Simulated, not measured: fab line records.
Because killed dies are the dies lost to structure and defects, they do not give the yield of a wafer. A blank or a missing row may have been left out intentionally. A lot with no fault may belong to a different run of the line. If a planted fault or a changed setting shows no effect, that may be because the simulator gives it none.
Chamber matching / flow nand-harc / rie-diel-11 running NHARC_P_M0_ETCH_34: 4 sister chambers
The step etches the open film in N2/H2, target depth 40 nm, overetch 12 nm, time 43.94 s. 8 wafers are shown with their chamber, then 7 later ones without.

== EACH WAFER AND ITS CHAMBER ==
wafer=L084.2; chamber=0; drypump-motor-current-A (A)=6.4; showerhead-plenum-p-Torr (Torr)=2.13
wafer=L085.2; chamber=3; drypump-motor-current-A (A)=5.0; showerhead-plenum-p-Torr (Torr)=2.04
wafer=L085.3; chamber=1; drypump-motor-current-A (A)=6.2; showerhead-plenum-p-Torr (Torr)=2.15
wafer=L085.4; chamber=0; drypump-motor-current-A (A)=6.3; showerhead-plenum-p-Torr (Torr)=2.13
wafer=L092.4; chamber=1; drypump-motor-current-A (A)=6.2; showerhead-plenum-p-Torr (Torr)=2.14
wafer=L092.6; chamber=2; drypump-motor-current-A (A)=6.0; showerhead-plenum-p-Torr (Torr)=2.11
wafer=L094.3; chamber=3; drypump-motor-current-A (A)=5.0; showerhead-plenum-p-Torr (Torr)=2.03
wafer=L094.4; chamber=2; drypump-motor-current-A (A)=6.1; showerhead-plenum-p-Torr (Torr)=2.11

== WAFERS WITH NO CHAMBER GIVEN ==
wafer=L094.6; drypump-motor-current-A (A)=6.2; showerhead-plenum-p-Torr (Torr)=2.14
wafer=L097.3; drypump-motor-current-A (A)=6.3; showerhead-plenum-p-Torr (Torr)=2.11
wafer=L097.4; drypump-motor-current-A (A)=6.1; showerhead-plenum-p-Torr (Torr)=2.10
wafer=L097.6; drypump-motor-current-A (A)=6.1; showerhead-plenum-p-Torr (Torr)=2.10
wafer=L096.2; drypump-motor-current-A (A)=5.0; showerhead-plenum-p-Torr (Torr)=2.02
wafer=L096.3; drypump-motor-current-A (A)=6.3; showerhead-plenum-p-Torr (Torr)=2.11
wafer=L096.6; drypump-motor-current-A (A)=6.2; showerhead-plenum-p-Torr (Torr)=2.13

== WHICH CHAMBER EACH ONE RAN IN ==
wafer=L094.6; from the rows above=1; in truth=1
wafer=L097.3; from the rows above=can't be placed: 0 or 2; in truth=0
wafer=L097.4; from the rows above=2; in truth=2
wafer=L097.6; from the rows above=2; in truth=2
wafer=L096.2; from the rows above=3; in truth=3
wafer=L096.3; from the rows above=can't be placed: 0 or 2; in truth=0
wafer=L096.6; from the rows above=can't be placed: 0 or 1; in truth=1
Placed correctly: 4 of 7. These rows do not allow placing 3 (true chamber among the candidates in 3). Placed wrongly: 0.
How it was worked out, from the rows above alone: a wafer's distance from a chamber is the root of the sum, over the readings, of the square of ((its reading less the chamber's mean) divided by the reading's scatter). If the next closest chamber is less than 2 further off than the closest, the wafer can't be placed; otherwise it belongs to the closest. A chamber's mean is the mean of its shown wafers. The scatter: take each reading less its chamber's mean, square it, sum over the shown wafers, divide by the number of wafers less the number of chambers, and take the root.
